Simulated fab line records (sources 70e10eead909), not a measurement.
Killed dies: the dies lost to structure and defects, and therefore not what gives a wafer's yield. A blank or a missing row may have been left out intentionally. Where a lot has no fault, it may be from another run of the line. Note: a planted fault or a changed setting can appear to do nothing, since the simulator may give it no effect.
Matching of chambers + flow nand_harc + rie_diel-01 running NHARC_A_STAIRCASE_DESCUM_219: 4 sister chambers
The step chemistry O2, time 3 s. 22 wafers are shown with their chamber, then 11 later ones without.

WAFERS WITH THEIR CHAMBER
| wafer  | chamber | showerhead_plenum_p_Torr (Torr) | oes_product_au (a.u.) | throttle_valve_pct (%) |
|--------|---------|---------------------------------|-----------------------|------------------------|
| L074.2 | 2       | 2.04                            | 1.000                 | 11.306                 |
| L074.3 | 1       | 1.76                            | 0.998                 | 11.308                 |
| L074.4 | 0       | 1.99                            | 1.007                 | 11.315                 |
| L081.1 | 0       | 1.98                            | 1.017                 | 11.310                 |
| L081.3 | 2       | 2.04                            | 1.019                 | 11.298                 |
| L081.5 | 1       | 2.07                            | 0.994                 | 11.324                 |
| L082.2 | 2       | 2.03                            | 1.015                 | 11.304                 |
| L082.4 | 1       | 2.07                            | 1.001                 | 11.307                 |
| L082.5 | 2       | 2.03                            | 1.012                 | 11.319                 |
| L083.1 | 3       | 1.89                            | 1.016                 | 11.301                 |
| L083.3 | 2       | 2.03                            | 1.016                 | 11.321                 |
| L083.4 | 3       | 1.89                            | 0.995                 | 11.311                 |
| L085.3 | 0       | 1.98                            | 1.021                 | 11.319                 |
| L085.5 | 1       | 2.07                            | 0.989                 | 11.307                 |
| L085.6 | 0       | 1.98                            | 1.017                 | 11.327                 |
| L087.1 | 0       | 1.98                            | 1.017                 | 11.326                 |
| L087.4 | 1       | 2.07                            | 0.998                 | 11.312                 |
| L087.6 | 2       | 2.03                            | 1.008                 | 11.300                 |
| L088.1 | 3       | 1.88                            | 0.993                 | 11.319                 |
| L088.4 | 2       | 2.03                            | 1.022                 | 11.305                 |
| L088.6 | 0       | 1.98                            | 1.026                 | 11.332                 |
| L089.4 | 3       | 1.88                            | 0.985                 | 11.317                 |

SIGNATURES (means of the wafers above)
| reading                  | chamber 0 | chamber 1 | chamber 2 | chamber 3 | scatter within a chamber |
|--------------------------|-----------|-----------|-----------|-----------|--------------------------|
| showerhead_plenum_p_Torr | 1.9817    | 2.0080    | 2.0329    | 1.8850    | 0.0655                   |
| oes_product_au           | 1.01750   | 0.99600   | 1.01314   | 0.99725   | 0.00793                  |
| throttle_valve_pct       | 11.32150  | 11.31160  | 11.30757  | 11.31200  | 0.00826                  |
Rule: a wafer's distance from a chamber is the root of the sum, over the readings, of the square of ((its reading less the chamber's mean) divided by the reading's scatter). If the next closest chamber is less than 2 further off than the closest, the wafer can't be placed; otherwise it belongs to the closest. The scatter is the square root of a quotient: the sum, over the shown wafers, of each reading's squared deviation from its chamber's mean, divided by wafers minus chambers.

WAFERS MISSING THEIR CHAMBER
| wafer  | showerhead_plenum_p_Torr (Torr) | oes_product_au (a.u.) | throttle_valve_pct (%) |
|--------|---------------------------------|-----------------------|------------------------|
| L089.5 | 1.97                            | 1.014                 | 11.320                 |
| L089.6 | 1.88                            | 0.979                 | 11.325                 |
| L090.3 | 1.97                            | 1.020                 | 11.319                 |
| L090.4 | 1.88                            | 0.991                 | 11.311                 |
| L090.5 | 1.97                            | 1.026                 | 11.311                 |
| L092.1 | 2.02                            | 1.009                 | 11.328                 |
| L092.3 | 1.97                            | 0.999                 | 11.310                 |
| L092.5 | 2.06                            | 0.985                 | 11.314                 |
| L094.1 | 2.02                            | 1.025                 | 11.312                 |
| L094.3 | 2.05                            | 0.990                 | 11.309                 |
| L094.4 | 1.97                            | 0.996                 | 11.311                 |

EACH ONE'S CHAMBER
| wafer  | from the rows above               | in truth |
|--------|-----------------------------------|----------|
| L089.5 | can't be placed: 0 or 2           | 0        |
| L089.6 | can't be placed: 3 or 1           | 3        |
| L090.3 | can't be placed: 0 or 2           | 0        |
| L090.4 | can't be placed: 3 or 1           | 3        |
| L090.5 | can't be placed: 0 or 2           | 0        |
| L092.1 | can't be placed: 0 or 2 or 1 or 3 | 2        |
| L092.3 | can't be placed: 1 or 3 or 2      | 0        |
| L092.5 | can't be placed: 1 or 3           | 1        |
| L094.1 | can't be placed: 0 or 2           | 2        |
| L094.3 | can't be placed: 1 or 3 or 2      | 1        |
| L094.4 | can't be placed: 1 or 3 or 2      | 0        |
0 of 11 placed correctly. These rows do not allow placing 11 (true chamber among the candidates in 9). Placed wrongly: 0.
